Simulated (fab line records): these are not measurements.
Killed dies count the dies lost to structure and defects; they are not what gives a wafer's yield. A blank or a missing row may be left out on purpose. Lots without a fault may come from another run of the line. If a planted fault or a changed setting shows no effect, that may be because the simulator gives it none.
Matching of chambers | flow nand-harc | NHARC_A_STAIRCASE_DEP_417 on pecvd-04: 3 sister chambers
The step deposits Si3N4, target thk 60 nm. 3 wafers are shown with their chamber, then 7 later ones without.

## WAFERS WITH THEIR CHAMBER
wafer  | chamber | heater-power-w (W)
L081.5 | 1       | 667
L091.3 | 0       | 661
L091.4 | 2       | 695

## WAFERS WITHOUT THEIR CHAMBER
wafer  | heater-power-w (W)
L091.5 | 706
L096.3 | 674
L096.4 | 650
L096.5 | 638
L097.3 | 610
L097.5 | 606
L097.6 | 760

## WHICH CHAMBER EACH ONE RAN IN
wafer  | from the rows above          | in truth
L091.5 | can't be placed: 2 or 1 or 0 | 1
L096.3 | can't be placed: 1 or 0 or 2 | 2
L096.4 | can't be placed: 0 or 1 or 2 | 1
L096.5 | can't be placed: 0 or 1 or 2 | 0
L097.3 | can't be placed: 0 or 1 or 2 | 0
L097.5 | can't be placed: 0 or 1 or 2 | 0
L097.6 | can't be placed: 2 or 1 or 0 | 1
Correctly placed: 0 of 7. Can't be placed from these rows: 7 (the true chamber is among the candidates in 7). 0 placed wrongly.
How it was worked out, from the rows above alone: a wafer's distance from a chamber is the root of the sum, over the readings, of the square of ((its reading less the chamber's mean) divided by the reading's scatter). If the next closest chamber is less than 2 further off than the closest, the wafer can't be placed; otherwise it belongs to the closest. A chamber's mean is the mean of its shown wafers. The scatter: with one shown wafer a chamber, the root of the mean of the squares of how far each hidden wafer lies from its nearest shown one.
